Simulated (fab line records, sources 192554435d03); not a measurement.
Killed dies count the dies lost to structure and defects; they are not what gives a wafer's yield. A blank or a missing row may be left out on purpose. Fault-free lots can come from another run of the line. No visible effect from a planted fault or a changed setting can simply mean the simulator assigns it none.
Matching of chambers -- flow n5_finfet -- N5_BEOL_M8_ALD_77 on ald_metal-04 has 4 sister chambers
The step deposits TaN, target thk 2 nm, pulse time 2 s, purge time 3 s. 8 wafers are shown with their chamber, then 10 later ones without.

EACH WAFER AND ITS CHAMBER
wafer,chamber,heater_power_w (W)
L082.2,3,376
L084.6,2,421
L092.2,2,409
L092.3,0,429
L093.2,0,423
L093.5,1,397
L094.1,3,375
L094.5,1,399

WAFERS MISSING THEIR CHAMBER
wafer,heater_power_w (W)
L094.6,422
L095.1,408
L095.3,381
L095.4,428
L096.1,435
L096.3,368
L096.4,422
L097.2,364
L097.4,419
L097.5,394

EACH ONE'S CHAMBER
wafer,from the rows above,in truth
L094.6,can't be placed: 0 or 2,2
L095.1,can't be placed: 2 or 1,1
L095.3,3,3
L095.4,0,0
L096.1,0,0
L096.3,3,3
L096.4,can't be placed: 0 or 2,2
L097.2,3,3
L097.4,can't be placed: 2 or 0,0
L097.5,1,1
Placed correctly: 6 of 10. From these rows, 4 cannot be placed; in 4 the true chamber is one of the candidates. Wrongly placed: 0.
How it was worked out, from the rows above alone: a wafer's distance from a chamber is the root of the sum, over the readings, of the square of ((its reading less the chamber's mean) divided by the reading's scatter). If the next closest chamber is less than 2 further off than the closest, the wafer can't be placed; otherwise it belongs to the closest. A chamber's mean is the mean of its shown wafers. The scatter: the root of (the sum of the squares of (reading less its chamber's mean) over the shown wafers, divided by (wafers less chambers)).
